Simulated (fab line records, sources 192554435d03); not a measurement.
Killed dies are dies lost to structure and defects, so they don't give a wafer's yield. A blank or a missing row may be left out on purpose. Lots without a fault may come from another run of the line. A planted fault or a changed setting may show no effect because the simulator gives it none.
Which tool did it? | flow n5_finfet | 12 lots, 36 wafers sampled, at 1 step of a route of 1938

WHAT THE GAUGES READ, wafer by wafer
N5_BEOL_M14_CD_MEAS_17: target cd 250 nm.
lot  | measured     | on        | cd_nm (nm)
L075 | day 11 01:57 | cd_sem-02 | 246.7 248.2 248.7
L078 | day 11 18:58 | cd_sem-01 | 252.0 246.9 248.5
L080 | day 12 00:35 | cd_sem-01 | 247.1 247.1 248.9
L082 | day 12 22:53 | cd_sem-02 | 250.3 246.1 247.6
L083 | day 13 07:14 | cd_sem-02 | 246.5 243.0 247.2
L086 | day 13 14:09 | cd_sem-02 | 253.2 253.8 253.9
L089 | day 14 06:06 | cd_sem-01 | 249.9 249.9 251.7
L088 | day 14 18:24 | cd_sem-01 | 248.3 246.1 248.5
L090 | day 15 04:44 | cd_sem-01 | 250.1 249.6 247.9
L094 | day 15 23:02 | cd_sem-01 | 247.0 246.7 248.3
L095 | day 16 13:55 | cd_sem-03 | 249.4 250.7 249.4
L097 | day 16 22:36 | cd_sem-01 | 252.0 252.0 252.4

WHICH TOOL RAN EACH LOT (tool, then ch and the chambers of the sampled wafers, then the start)
The record holds no process step before these readings.

THE ANSWER, worked out from the rows above alone
Rule: what is usual is taken from the lots themselves. Put in order of their means at a reading, lots are off if they are a third of the lots or fewer, leave a main group of 4 or more, and stand apart from it by a gap of 3 or more times the standard deviation of the main group's means; of several such gaps the widest counts. A main group whose means are all the same, to the digits that the tables above print for the reading, isn't used. A lot without any number at a reading at which 4 lots or more have one is off too. The other lots that the step has rows for count as sound.
No lot is off at any reading shown: from this, nothing can be told.

WHAT THE SIMULATOR HAD PUT IN
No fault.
